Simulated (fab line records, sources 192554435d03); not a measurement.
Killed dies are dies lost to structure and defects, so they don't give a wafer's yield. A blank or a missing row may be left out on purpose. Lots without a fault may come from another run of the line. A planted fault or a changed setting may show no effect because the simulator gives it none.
fab line records | flow n5_finfet
record lots=7 wafers=21
route steps=1938 shown ZERO_LAYER@4 WELL_APT@39 FIN_SAQP@130 DUMMY_GATE@220 SD_EPI_N@268 SD_EPI_P@308 HKMG_FIN@386
start_h: hours from the record's first day to the start of the lot's first wafer shown | wait_h: hours since the lot's step before | " the same as in the row above | L1.1+2: a row that stands for several wafers | - no value, or no start given | * or withheld: withheld | < > ~ a bound
route shown NAME@n: a module of which the file shows steps, and the number in the route of the first | usual: mean/standard deviation of fault-free wafers | same: alike in all rows | chamber/n: place in a boat | sites: the reading at each site | _std_site: their standard deviation | _edge_site: outer sites' mean less inner sites' | radius_mm: how far each site lies from the wafer's centre | mask NAME#n: copy n | behind: the tool/chamber that last shaped the wafer | hold: why the lot was held/for how many hours/how that ended | device: the transistor (n, p or np) that didn't switch | end of line: the same wafers' tests at the end of the route | a step without rows: its recipe alone | killed: dies lost to structure and defects at the first sort, not the wafer's yield | map: a wafer's dies, x killed, . not, _ none there
set.NAME: the setting as run; set.NAME@STEP: as run at that earlier step | model.NAME: the simulator's own value behind a step, which no gauge read
lots whose settings were changed on purpose; a table a step, a row a wafer
## steps
# step N5_ZERO_LAYER_PECVD_02
# recipe material=SiO2 target_thk_a=100 temp_c=400 precursor=SiH4/N2O pressure_torr=0.75 rf_w=275 time_s=6
# columns lot.wafer tool chamber start_h wait_h set.time_s model.SiO2_of_ZERO_LAYER_PECVD_02.thk_nm
L083.1 pecvd-01 0 66.28 0.0 6 10.1
L083.2 " 1 " " 5.77 9.702
L083.6 " 0 " " 6 10.11
L084.1+5 pecvd-01 0 72.29 0.0 6 10.21
L084.6 " 1 " " 6 10.26
L085.1 pecvd-04 0 78.28 0.0 5.437 8.953
L085.2 " 1 " " 6 9.866
L085.4 " 0 " " 6 10.18
L089.3 pecvd-04 0 102.28 0.0 6 9.679
L089.4 " 0 " " 6 10
L089.6 " 2 " " 6 9.925
L090.2 pecvd-01 1 108.30 0.0 5.204 8.429
L090.4 " 2 " " 5.204 8.697
L090.5 " 1 " " 6 10.05
L092.1+3 pecvd-01 1,2 120.28 0.0 6 10
L092.5 " 2 " " 6 10.27
L095.2 pecvd-04 0 138.28 0.0 6 9.712
L095.5 " 2 " " 6 10.03
L095.6 " 1 " " 6 10.29
# step N5_WELL_APT_EXPOSE_22
# recipe mask_id=PWELL na=0.8 source_shape=conventional sigma_outer=0.8 polarization=unpolarized defocus_nm=0 target_cd_nm=200 dose_mj=23.2
# columns lot.wafer tool chamber start_h wait_h mask set.dose_mj
L083.1 krf_scanner-02 0 68.87 - PWELL#0 23.2
L083.2+6 " 0 " " PWELL#0 22.06
L084.1+5 krf_scanner-02 0 75.24 - PWELL#0 21.55
L084.6 " 0 " " PWELL#0 23.2
L085.1 krf_scanner-01 0 80.81 - PWELL#0 24.77
L085.2+4 " 0 " " PWELL#0 23.2
L089.3+4+6 krf_scanner-02 0 104.82 - PWELL#0 23.2
L090.2+5 krf_scanner-02 0 111.09 - PWELL#0 23.2
L090.4 " 0 " " PWELL#0 22.01
L092.1+5 krf_scanner-02 0 123.07 - PWELL#0 23.2
L092.3 " 0 " " PWELL#0 22.73
L095.2+5+6 krf_scanner-02 0 140.55 - PWELL#0 23.2
# step N5_WELL_APT_PEB_23
# recipe peb_temp_c=130 peb_time_s=90
# step N5_WELL_APT_DEVELOP_24
# recipe develop_time_s=45 rinse_liquid=surfactant_rinse dry=air_spin dev_temp_c=21
# step N5_WELL_APT_HARDBAKE_29
# recipe temp_c=130 time_s=120
# step N5_WELL_APT_CD_MEAS_25
# recipe target_cd_nm=200 landing_energy_ev=500 detector=se_inlens
# usual cd_nm=199.8/1.7
# columns lot.wafer tool chamber start_h wait_h set.dose_mj@WELL_APT_EXPOSE_22 cd_nm
L083.1 cd_sem-01 0 69.04 - 23.2 197.9
L083.2 " 0 " " 22.06 191.2
L083.6 " 0 " " 22.06 190.9
L084.1 cd_sem-03 0 75.41 - 21.55 184.7
L084.5 " 0 " " 21.55 185.0
L084.6 " 0 " " 23.2 200.3
L085.1 cd_sem-03 0 80.98 - 24.77 211.8
L085.2 " 0 " " 23.2 201.5
L085.4 " 0 " " 23.2 200.1
L089.3 cd_sem-02 0 104.98 - 23.2 198.0
L089.4 " 0 " " 23.2 198.5
L089.6 " 0 " " 23.2 200.8
L090.2 cd_sem-03 0 111.25 - 23.2 203.2
L090.4 " 0 " " 22.01 191.6
L090.5 " 0 " " 23.2 197.4
L092.1 cd_sem-01 0 123.24 - 23.2 200.9
L092.3 " 0 " " 22.73 195.3
L092.5 " 0 " " 23.2 199.6
L095.2 cd_sem-01 0 140.71 - 23.2 200.1
L095.5 " 0 " " 23.2 200.9
L095.6 " 0 " " 23.2 198.3
# step N5_WELL_APT_DESCUM_30
# recipe chemistry=O2 time_s=7.9 source_power_w=50 bias_power_w=20 pressure_mtorr=20 rf_frequency_hz=2.712e+07 temp_c=40 o2_flow_sccm=225
# columns lot.wafer tool chamber start_h wait_h set.time_s set.dose_mj@WELL_APT_EXPOSE_22 model.WELL_APT.cd_nm
L083.1 rie_diel-01 2 69.13 0.0 9.465 23.2 198.4
L083.2 " 3 " " 7.9 22.06 191.3
L083.6 " 1 " " 7.9 22.06 191
L084.1 rie_diel-06 1 75.53 0.1 7.9 21.55 184.5
L084.5 " 0 " " 7.9 21.55 184.8
L084.6 " 3 " " 7.9 23.2 200
L085.1 rie_diel-06 2 81.07 0.0 7.9 24.77 212.1
L085.2 " 1 " " 7.9 23.2 201.2
L085.4 " 0 " " 7.9 23.2 199.7
L089.3 rie_diel-01 0 105.11 0.1 7.9 23.2 198.4
L089.4 " 2 " " 7.9 23.2 198.8
L089.6 " 3 " " 7.9 23.2 200.9
L090.2 rie_diel-06 0 111.34 0.0 7.9 23.2 203
L090.4 " 3 " " 7.9 22.01 191.5
L090.5 " 2 " " 7.9 23.2 197.5
L092.1 rie_diel-05 2 123.76 0.5 7.287 23.2 201
L092.3 " 3 " " 7.287 22.73 195.6
L092.5 " 2 " " 7.9 23.2 199.6
L095.2 rie_diel-05 3 141.04 0.3 7.9 23.2 200.2
L095.5 " 0 " " 7.9 23.2 200.7
L095.6 " 3 " " 7.9 23.2 198.4
# step N5_FIN_SAQP_ETCH_65
# recipe chemistry=CF4 target=SiO2 target_depth_a=40 ion_energy_ev=350 time_s=4.4 pressure_mtorr=10 icp_w=800 bias_w=400 cf4_flow_sccm=80
# columns lot.wafer tool chamber start_h wait_h set.time_s model.etch.depth_nm
L083.1 rie_si-01 2 78.86 0.1 4.4 3.946
L083.2 " 3 " " 5.388 4.862
L083.6 " 1 " " 4.4 4.035
L084.1 rie_si-06 1 85.58 0.1 4.4 4.032
L084.5 " 3 " " 3.757 3.321
L084.6 " 2 " " 4.4 4.034
L085.1 rie_si-06 1 91.51 0.1 3.67 3.314
L085.2 " 0 " " 3.67 3.261
L085.4 " 2 " " 3.67 3.302
L089.3 rie_si-05 1 114.83 0.1 4.4 4.076
L089.4 " 2 " " 4.4 4.059
L089.6 " 0 " " 4.4 3.946
L090.2 rie_si-06 0 120.20 0.1 4.4 3.909
L090.4 " 3 " " 4.4 3.935
L090.5 " 2 " " 4.4 4.044
L092.1 rie_si-05 1 133.28 0.1 4.4 4.08
L092.3 " 0 " " 4.4 3.997
L092.5 " 0 " " 4.829 4.368
L095.2 rie_si-06 2 150.95 0.1 4.4 4.045
L095.5 " 0 " " 4.4 3.982
L095.6 " 1 " " 4.4 4.047
# step N5_DUMMY_GATE_HM_DEP_06
# recipe material=SiNx target_thk_a=800 precursor=DCS/NH3 temp_c=700 pressure_mtorr=300 time_s=5141
# columns lot.wafer tool chamber start_h wait_h set.time_s model.SiNx_of_DUMMY_GATE_HM_DEP_06.thk_nm
L083.1+2+6 - - - 0.0 5141 79.8
L084.1 - - - 0.0 4482 69.6
L084.5 " - " " 4482 69
L084.6 " - " " 4482 69.4
L085.1+4 - - - 0.0 5584 85
L085.2 " - " " 5584 85.2
L089.3 lpcvd-02 0/75 131.37 0.0 5141 80.2
L089.4 " 0/79 " " 5141 80.4
L089.6 " 0/89 " " 5141 80.6
L090.2 - - - 0.0 5374 83.8
L090.4 " - " " 5374 83
L090.5 " - " " 5374 83.4
L092.1 - - - 0.0 5894 90.8
L092.3+5 " - " " 5894 91.2
L095.2 - - - 0.0 5141 78.6
L095.5+6 " - " " 5141 78.8
# step N5_DUMMY_GATE_COAT_34
# recipe resist=SOC temp_c=250 time_s=60 spin_rpm=1500 resist_thk_nm=60
# columns lot.wafer tool chamber start_h wait_h set.spin_rpm model.SOC_of_DUMMY_GATE_COAT_34.thk_nm
L083.1 litho_track-02 0 100.18 0.0 1411 62
L083.2 " 0 " " 1411 62.2
L083.6 " 0 " " 1500 60.4
L084.1 litho_track-02 0 109.23 0.0 1500 60.2
L084.5 " 0 " " 1563 58.8
L084.6 " 0 " " 1563 59
L085.1 litho_track-02 0 114.75 0.0 1423 62
L085.2 " 0 " " 1423 61.6
L085.4 " 0 " " 1500 60.2
L089.3+6 litho_track-04 0 137.32 0.0 1500 60
L089.4 " 0 " " 1500 60.2
L090.2+5 litho_track-01 0 141.17 0.0 1500 60.2
L090.4 " 0 " " 1551 59.2
L092.1 litho_track-01 0 154.14 0.0 1637 57.4
L092.3 " 0 " " 1637 57.6
L092.5 " 0 " " 1500 60.2
L095.2+5 litho_track-01 0 173.02 0.0 1500 60.2
L095.6 " 0 " " 1585 58.8
# step N5_DUMMY_GATE_COAT_35
# recipe resist=SiARC temp_c=220 time_s=60 spin_rpm=1500 resist_thk_nm=10
# step N5_DUMMY_GATE_COAT_28
# recipe resist=underlayer temp_c=205 time_s=60 spin_rpm=1500 resist_thk_nm=10
# step N5_DUMMY_GATE_ETCH_29
# recipe chemistry=N2/H2 target=underlayer target_depth_a=130 ion_energy_ev=200 pressure_mtorr=30 source_w=840 bias_w=150 n2_flow_sccm=200 h2_flow_sccm=200
# step N5_DUMMY_GATE_ETCH_36
# recipe chemistry=CF4 target=SiARC target_depth_a=130 pressure_mtorr=40 source_w=545 bias_w=36 Ar_flow_sccm=100 cf4_flow_sccm=100 ion_energy_ev=80
# step N5_DUMMY_GATE_ETCH_37
# recipe chemistry=N2/H2 target=SOC target_depth_a=600 overetch_a=300 temp_c=40 ion_energy_ev=200 pressure_mtorr=30 source_w=840 bias_w=150 n2_flow_sccm=200 h2_flow_sccm=200
# columns lot.wafer tool chamber start_h wait_h set.spin_rpm@DUMMY_GATE_COAT_34 model.etch.depth_nm
L083.1 rie_diel-02 0 100.72 0.0 1411 62.07
L083.2 " 1 " " 1411 62.2
L083.6 " 2 " " 1500 60.38
L084.1 rie_diel-03 2 109.77 0.0 1500 60.26
L084.5 " 0 " " 1563 58.89
L084.6 " 1 " " 1563 59.04
L085.1 rie_diel-04 2 115.41 0.0 1423 61.95
L085.2 " 3 " " 1423 61.68
L085.4 " 1 " " 1500 60.22
L089.3 rie_diel-03 3 137.86 0.0 1500 60.08
L089.4 " 1 " " 1500 60.2
L089.6 " 1 " " 1500 60.03
L090.2 rie_diel-04 0 141.84 0.0 1500 60.14
L090.4 " 3 " " 1551 59.26
L090.5 " 3 " " 1500 60.21
L092.1 rie_diel-02 1 154.94 0.0 1637 57.44
L092.3 " 3 " " 1637 57.54
L092.5 " 0 " " 1500 60.19
L095.2 rie_diel-03 2 173.62 0.0 1500 60.2
L095.5 " 2 " " 1500 60.17
L095.6 " 0 " " 1585 58.71
# step N5_SD_EPI_N_PEB_07
# recipe peb_temp_c=110 peb_time_s=60 resist=CAR-ArF-block
# columns lot.wafer tool chamber start_h wait_h set.peb_temp_c
L083.1+2+6 litho_track-03 0 102.69 0.1 110
L084.1+6 litho_track-05 0 111.84 0.1 110
L084.5 " 0 " " 113.3
L085.1+4 litho_track-03 0 117.23 0.1 110
L085.2 " 0 " " 108.5
L089.3+4+6 litho_track-03 0 140.07 0.0 110
L090.2+4+5 litho_track-02 0 144.15 0.0 110
L092.1+3+5 litho_track-03 0 158.34 0.1 110
L095.2+6 litho_track-05 0 175.72 0.0 110
L095.5 " 0 " " 108
# step N5_SD_EPI_N_DEVELOP_08
# recipe develop_time_s=30 developer=TMAH resist=CAR-ArF-block dev_temp_c=23 rinse_liquid=diw dry=air_spin
# step N5_SD_EPI_N_CD_MEAS_09
# recipe target_cd_nm=120 landing_energy_ev=500 detector=se_inlens
# usual cd_nm=120.0/0.61
# columns lot.wafer tool chamber start_h wait_h set.peb_temp_c@SD_EPI_N_PEB_07 cd_nm
L083.1 cd_sem-01 0 102.76 - 110 118.9
L083.2 " 0 " " 110 119.2
L083.6 " 0 " " 110 118.0
L084.1 cd_sem-02 0 111.91 - 110 120.7
L084.5 " 0 " " 113.3 128.2
L084.6 " 0 " " 110 120.1
L085.1 cd_sem-01 0 117.30 - 110 119.4
L085.2 " 0 " " 108.5 116.0
L085.4 " 0 " " 110 119.4
L089.3 cd_sem-02 0 140.14 - 110 119.4
L089.4 " 0 " " 110 119.5
L089.6 " 0 " " 110 119.3
L090.2 cd_sem-03 0 144.22 - 110 119.4
L090.4 " 0 " " 110 119.2
L090.5 " 0 " " 110 119.4
L092.1 cd_sem-03 0 158.41 - 110 120.5
L092.3 " 0 " " 110 121.1
L092.5 " 0 " " 110 120.2
L095.2 cd_sem-02 0 175.79 - 110 119.8
L095.5 " 0 " " 108 114.8
L095.6 " 0 " " 110 120.2
# step N5_SD_EPI_N_DESCUM_14
# recipe chemistry=O2 time_s=7.9 source_power_w=50 bias_power_w=20 pressure_mtorr=20 rf_frequency_hz=2.712e+07 temp_c=40 resist=CAR-ArF-block o2_flow_sccm=225
# columns lot.wafer tool chamber start_h wait_h set.peb_temp_c@SD_EPI_N_PEB_07 model.SD_EPI_N.cd_nm
L083.1 rie_diel-06 1 102.85 0.0 110 118.8
L083.2 " 0 " " 110 -
L083.6 " 0 " " 110 118.2
L084.1 rie_diel-05 2 112.31 0.3 110 120.4
L084.5 " 3 " " 113.3 128.4
L084.6 " 2 " " 110 120.6
L085.1 rie_diel-05 3 117.38 0.0 110 119.6
L085.2 " 2 " " 108.5 115.8
L085.4 " 0 " " 110 119.4
L089.3 rie_diel-05 1 140.31 0.1 110 119.8
L089.4 " 0 " " 110 119.4
L089.6 " 0 " " 110 119.6
L090.2 rie_diel-01 3 144.31 0.0 110 119.4
L090.4 " 0 " " 110 119.2
L090.5 " 3 " " 110 119.6
L092.1 rie_diel-06 1 158.50 0.0 110 120.8
L092.3 " 2 " " 110 121
L092.5 " 3 " " 110 120.4
L095.2 rie_diel-01 3 175.87 0.0 110 120.2
L095.5 " 2 " " 108 115
L095.6 " 3 " " 110 120.6
# step N5_SD_EPI_N_ETCH_34
# recipe chemistry=CF4 target=SiARC target_depth_a=455 mask_material=CAR-ArF-block time_s=75.8 ion_energy_ev=80 pressure_mtorr=40 source_w=545 bias_w=36 Ar_flow_sccm=100 cf4_flow_sccm=100 ends=cleared
# step N5_SD_EPI_N_ETCH_35
# recipe chemistry=N2/H2 target=SOC overetch_a=1080 mask_material=SiARC temp_c=40 ion_energy_ev=100 source_w=3000 bias_w=133 pressure_mtorr=20 time_s=486 n2_flow_sccm=200 h2_flow_sccm=200
# columns lot.wafer tool chamber start_h wait_h set.peb_temp_c@SD_EPI_N_PEB_07 model.SD_EPI_N.cd_nm
L083.1 rie_diel-06 1 102.94 0.0 110 119.6
L083.2 " 0 " " 110 120.4
L083.6 " 0 " " 110 119.4
L084.1 rie_diel-05 2 112.40 0.0 110 121.8
L084.5 " 3 " " 113.3 129.8
L084.6 " 2 " " 110 122.2
L085.1 rie_diel-05 3 117.48 0.0 110 119.4
L085.2 " 2 " " 108.5 115.8
L085.4 " 0 " " 110 118.8
L089.3 rie_diel-05 1 140.40 0.0 110 119.8
L089.4 " 0 " " 110 118.6
L089.6 " 0 " " 110 119.6
L090.2 rie_diel-01 3 144.40 0.0 110 119
L090.4 " 0 " " 110 119.4
L090.5 " 3 " " 110 120.6
L092.1 rie_diel-06 1 158.59 0.0 110 121.2
L092.3 " 2 " " 110 121.4
L092.5 " 3 " " 110 120.4
L095.2 rie_diel-01 3 175.96 0.0 110 121.2
L095.5 " 2 " " 108 114.8
L095.6 " 3 " " 110 120.8
# step N5_SD_EPI_P_ETCH_37
# recipe chemistry=N2/H2 target=SOC overetch_a=1080 mask_material=SiARC temp_c=40 ion_energy_ev=100 source_w=3000 bias_w=133 pressure_mtorr=20 time_s=486 n2_flow_sccm=200 h2_flow_sccm=200 ends=end_point
# usual rf_vpp_V=240.3/1.3
# columns lot.wafer tool chamber start_h wait_h set.source_w rf_vpp_V model.SiARC_of_SD_EPI_P_COAT_35.thk_nm
L083.1 rie_diel-03 1 108.17 0.0 3000 241.8 19.8
L083.2 " 3 " " 3300 232.2 18.8
L083.6 " 1 " " 3300 234.3 18.6
L084.1 rie_diel-03 2 117.52 0.0 3000 239.5 20
L084.5 " 0 " " 3000 237.6 19.8
L084.6 " 1 " " 3000 242.1 19.8
L085.1 rie_diel-04 3 122.57 0.0 3000 240.1 20
L085.2 " 2 " " 3000 239.8 20
L085.4 " 0 " " 3000 240.4 20
L089.3 rie_diel-03 0 145.82 0.0 3000 239.7 19.6
L089.4 " 1 " " 3000 241.5 19.6
L089.6 " 2 " " 3000 238.4 19.8
L090.2 rie_diel-02 3 150.01 0.0 3342 232.5 18.8
L090.4 " 1 " " 3342 229.1 18
L090.5 " 3 " " 3000 242.1 20.2
L092.1 rie_diel-02 3 163.20 0.0 2499 257.3 22.2
L092.3 " 0 " " 3000 240.1 20
L092.5 " 3 " " 2499 259.3 22
L095.2 rie_diel-02 0 181.04 0.0 3000 240.2 20.2
L095.5 " 1 " " 3000 238.1 19.8
L095.6 " 2 " " 3000 240.1 19.6
# step N5_SD_EPI_P_ETCHBACK_46
# recipe chemistry=CH3F/O2 mode=anisotropic_etchback target=SiNx target_depth_a=175 stop_on=SiO2 over_etch_frac=0.3 ion_energy_ev=120 pressure_mtorr=30 source_w=395 bias_w=73 Ar_flow_sccm=150 CH3F_flow_sccm=30 O2_flow_sccm=20
# columns lot.wafer tool chamber start_h wait_h set.over_etch_frac set.source_w@SD_EPI_P_ETCH_37 model.SD_EPI_P.cd_nm
L083.1 rie_diel-03 1 108.49 0.0 0.3126 3000 238.4
L083.2 " 3 " " 0.3 3300 241.6
L083.6 " 1 " " 0.3126 3300 240.4
L084.1 rie_diel-03 2 117.84 0.0 0.3 3000 238.6
L084.5 " 0 " " 0.3 3000 240
L084.6 " 1 " " 0.3 3000 239
L085.1 rie_diel-04 3 122.89 0.0 0.3115 3000 238.8
L085.2 " 2 " " 0.3115 3000 239.2
L085.4 " 0 " " 0.3 3000 239.6
L089.3 rie_diel-03 0 146.14 0.0 0.3 3000 240.6
L089.4 " 1 " " 0.3 3000 239.8
L089.6 " 2 " " 0.3 3000 240.2
L090.2+4 rie_diel-02 3,1 150.33 0.0 0.3 3342 242.4
L090.5 " 3 " " 0.3 3000 240.4
L092.1 rie_diel-02 3 163.52 0.0 0.3 2499 238.2
L092.3 " 0 " " 0.3172 3000 240.6
L092.5 " 3 " " 0.3172 2499 236.8
L095.2+5 rie_diel-02 0,1 181.36 0.0 0.3 3000 240.4
L095.6 " 2 " " 0.3 3000 241.6
# step N5_HKMG_FIN_HK_ALD_01
# recipe material=HfO2 target_thk_a=16 temp_c=withheld ald_precursor_family=HfCl4 ald_co_reactant=H2O pulse_time_s=3 purge_time_s=3 co_reactant_purge_time_s=2.5 co_reactant_pulse_time_s=0.3 ald_cycles=30
# columns lot.wafer tool chamber start_h wait_h set.ald_cycles
L083.1+2 ald_hk-02 2,0 125.20 0.0 30
L083.6 " 0 " " 27
L084.1+5+6 ald_hk-01 2,3,2 134.70 0.0 30
L085.1 ald_hk-01 0 139.65 0.0 26
L085.2+4 " 1,2 " " 30
L089.3+4+6 ald_hk-03 0,3,2 163.01 0.0 30
L090.2 ald_hk-02 0 167.00 0.0 27
L090.4+5 " 1,3 " " 30
L092.1+5 ald_hk-03 0,3 179.81 0.0 30
L092.3 " 1 " " 34
L095.2+5+6 ald_hk-01 0,3,0 197.46 0.0 30
## key
split step=N5_ZERO_LAYER_PECVD_02 setting=time_s stated=6 by=wafer
response step=N5_ZERO_LAYER_PECVD_02 reading=model.SiO2_of_ZERO_LAYER_PECVD_02.thk_nm change=+0.112 per=1% r=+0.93
split step=N5_WELL_APT_EXPOSE_22 setting=dose_mj stated=23.2 by=wafer
response step=N5_WELL_APT_CD_MEAS_25 reading=cd_nm change=+1.81 per=1% r=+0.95
response step=N5_WELL_APT_DESCUM_30 reading=model.WELL_APT.cd_nm change=+1.84 per=1% r=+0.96
split step=N5_WELL_APT_DESCUM_30 setting=time_s stated=7.9 by=wafer
response none clear
split step=N5_FIN_SAQP_ETCH_65 setting=time_s stated=4.4 by=wafer
response step=N5_FIN_SAQP_ETCH_65 reading=model.etch.depth_nm change=+0.0408 per=1% r=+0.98
split step=N5_DUMMY_GATE_HM_DEP_06 setting=time_s stated=5141 by=lot
response step=N5_DUMMY_GATE_HM_DEP_06 reading=model.SiNx_of_DUMMY_GATE_HM_DEP_06.thk_nm change=+0.773 per=1% r=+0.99
split step=N5_DUMMY_GATE_COAT_34 setting=spin_rpm stated=1500 by=wafer
response step=N5_DUMMY_GATE_COAT_34 reading=model.SOC_of_DUMMY_GATE_COAT_34.thk_nm change=-0.29 per=1% r=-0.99
response step=N5_DUMMY_GATE_ETCH_37 reading=model.etch.depth_nm change=-0.292 per=1% r=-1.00
split step=N5_SD_EPI_N_PEB_07 setting=peb_temp_c stated=110 by=wafer
response step=N5_SD_EPI_N_CD_MEAS_09 reading=cd_nm change=+2.65 per=1% r=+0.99
response step=N5_SD_EPI_N_DESCUM_14 reading=model.SD_EPI_N.cd_nm change=+2.72 per=1% r=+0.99
response step=N5_SD_EPI_N_ETCH_35 reading=model.SD_EPI_N.cd_nm change=+2.77 per=1% r=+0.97
split step=N5_SD_EPI_P_ETCH_37 setting=source_w stated=3000 by=wafer
response step=N5_SD_EPI_P_ETCH_37 reading=rf_vpp_V change=-1.02 per=1% r=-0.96
response step=N5_SD_EPI_P_ETCH_37 reading=model.SiARC_of_SD_EPI_P_COAT_35.thk_nm change=-0.131 per=1% r=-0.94
response step=N5_SD_EPI_P_ETCHBACK_46 reading=model.SD_EPI_P.cd_nm change=+0.198 per=1% r=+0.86
split step=N5_SD_EPI_P_ETCHBACK_46 setting=over_etch_frac stated=0.3 by=wafer
response none clear
split step=N5_HKMG_FIN_HK_ALD_01 setting=ald_cycles stated=30 by=wafer
response none in this file
